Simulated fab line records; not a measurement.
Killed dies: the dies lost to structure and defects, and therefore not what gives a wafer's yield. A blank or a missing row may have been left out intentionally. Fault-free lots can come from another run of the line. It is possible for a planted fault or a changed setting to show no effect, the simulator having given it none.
8D (eight disciplines) problem report, filled in by code || flow n5Finfet || the parts of the form that need people (team, actions taken, sign-off) are left out

== 1. PROBLEM STATEMENT ==
Wafers without a fault read 409 nm, standard deviation 4.6; trenchDepthNm at N5_BEOL_M13_OCD_MEAS_35 reads a mean of 382 nm on 5 wafers belonging to 3 lots. Relative to the usual mean, that is a shift of -6.0 standard deviations.
Earliest sighting: wafer L374.2 on ocd-01 at day 12 19:31. The record has a number at this step for 20 wafers belonging to 7 lots. Rule for "out", or "out of limits": more than 4 standard deviations from the usual mean. The other wafers with a number count as sound.

== 2. WHAT IT IS AND WHAT IT IS NOT ==
{"question": "which readings at this step", "is": "trenchDepthNm", "is not": "-"}
{"question": "which lots", "is": "L374, L378, L379", "is not": "L370, L386, L389, L391"}
{"question": "which wafers of those lots", "is": "L374.2, L374.5, L378.2, L378.5, L379.5", "is not": "L374.1, L378.4, L379.6"}
{"question": "read on which gauges", "is": "ocd-01, ocd-02", "is not": "-"}
{"question": "when", "is": "from day 12 19:31", "is not": "up to then (4 sound wafers); but 11 sound wafers of L378, L379, L386, L389, L391 came after"}

== 3. SUSPECTS, AND WHAT RULES EACH OUT ==
Counting: if a tool at a process step up to the reading ran every lot that is out, it stays a suspect. Sound lots after the first of them don't rule it out here, since some wafers of a struck lot are sound.
- the gauge at N5_BEOL_M13_OCD_MEAS_35: ruled out. 2 gauges (ocd-01, ocd-02) read the wafers that are out.
- rieDiel-01 at N5_BEOL_M13_TRENCH_ETCH_34 (etches SiOC in C4F8/O2/Ar, target depth 413.47 nm, time 162.6 s): kept. It ran every lot that is out, first L374 (day 12 19:20); its last sound lot up to then is L370 (day 11 02:33).
- Within rieDiel-01 at N5_BEOL_M13_TRENCH_ETCH_34: the wafers that are out ran in chambers 0, 1; their sound lot-mates ran in chambers 2, 3.
After counting, what remains is rieDiel-01 at N5_BEOL_M13_TRENCH_ETCH_34.

== 4. THE CAUSE (what the simulator had put in) ==
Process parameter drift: rieDiel-01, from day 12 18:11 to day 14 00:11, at N5_BEOL_M13_TRENCH_ETCH_34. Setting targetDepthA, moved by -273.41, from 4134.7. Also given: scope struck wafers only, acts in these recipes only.
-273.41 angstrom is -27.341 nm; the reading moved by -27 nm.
Counting left only this tool.

== 5. SEQUENCE OF EFFECTS, ordered by route ==
One row per reading whose mean, taken over the struck wafers that have a number, lies over 3 standard deviations from the usual. Scope: only readings with a usual standard deviation given in the record; hours: median across lots of the time from each lot's start at the first step in this table that gives one to its start at this step; sigmas: change in usual standard deviations.
{"hours": 0, "step": "N5_BEOL_M13_OCD_MEAS_35", "reading": "trenchDepthNm", "usual": "409 nm", "on struck wafers": 382, "change": -27, "sigmas": -6.0}
{"hours": 2, "step": "N5_BEOL_M13_THK_MEAS_50", "reading": "M13_THK", "usual": "416 nm", "on struck wafers": 387, "change": -29, "sigmas": -5.4}
{"hours": 2, "step": "N5_BEOL_M13_RS_MEAS_54", "reading": "M13_RS", "usual": "0.0454 ohm/sq", "on struck wafers": 0.0488, "change": "+0.0034", "sigmas": "+6.5"}
{"hours": 17, "step": "N5_BEOL_M15_RC_MEAS_101", "reading": "SERP_M13", "usual": "0.311 ohm/um", "on struck wafers": 0.337, "change": "+0.026", "sigmas": "+4.8"}
{"hours": 17, "step": "N5_BEOL_M15_RC_MEAS_101", "reading": "SERP_M13_max_site", "usual": "0.314 ohm/um", "on struck wafers": 0.341, "change": "+0.027", "sigmas": "+4.8"}

== 6. HOW IT WOULD HAVE BEEN CAUGHT EARLIER ==
In this record the first reading out of limits at a measuring or inspecting step was taken at day 12 19:31, 1 hour after the fault began at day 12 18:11.
No tool reading at N5_BEOL_M13_TRENCH_ETCH_34 that has a usual standard deviation in the record was out on any struck wafer, so an alarm limit of 4 standard deviations on those readings would not have fired.
L378, L379, from the lots that are out (3), started N5_BEOL_M13_TRENCH_ETCH_34 on rieDiel-01 later than day 12 19:31. A hold on the tool at that time would have spared those 2.
